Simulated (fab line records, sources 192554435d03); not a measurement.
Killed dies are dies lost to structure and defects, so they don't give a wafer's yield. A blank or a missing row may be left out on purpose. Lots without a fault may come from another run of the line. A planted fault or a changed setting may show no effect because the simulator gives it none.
Chamber matching | flow n5_finfet | N5_BEOL_M10_DESCUM_16 on rie_diel-06: 4 sister chambers
The step chemistry O2, time 7.9 s. 4 wafers are shown with their chamber, then 11 later ones without.

WAFERS WITH THEIR CHAMBER
wafer  | chamber | drypump_motor_current_A (A)
L091.1 | 1       | 5.8
L091.2 | 0       | 5.8
L091.3 | 2       | 5.0
L091.4 | 3       | 6.0

WAFERS WITHOUT THEIR CHAMBER
wafer  | drypump_motor_current_A (A)
L091.5 | 5.8
L091.6 | 5.0
L092.4 | 4.9
L092.5 | 6.0
L092.6 | 4.9
L096.1 | 4.9
L096.3 | 5.8
L096.5 | 5.8
L097.1 | 6.0
L097.2 | 5.8
L097.3 | 5.8

WHICH CHAMBER EACH WENT THROUGH
wafer  | from the rows above     | in truth
L091.5 | can't be placed: 0 or 1 | 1
L091.6 | 2                       | 2
L092.4 | 2                       | 2
L092.5 | 3                       | 3
L092.6 | 2                       | 2
L096.1 | 2                       | 2
L096.3 | can't be placed: 0 or 1 | 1
L096.5 | can't be placed: 0 or 1 | 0
L097.1 | 3                       | 3
L097.2 | can't be placed: 0 or 1 | 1
L097.3 | can't be placed: 0 or 1 | 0
Placed correctly: 6 of 11. Can't be placed from these rows: 5 (the true chamber is among the candidates in 5). Placed wrongly: 0.
How it was worked out, from the rows above alone: a wafer's distance from a chamber is the root of the sum, over the readings, of the square of ((its reading less the chamber's mean) divided by the reading's scatter). The wafer belongs to the nearest chamber; if the next one is less than 2 further off, it can't be placed. A chamber's mean is the mean of its shown wafers. The scatter: with one shown wafer a chamber, the root of the mean of the squares of how far each hidden wafer lies from its nearest shown one.
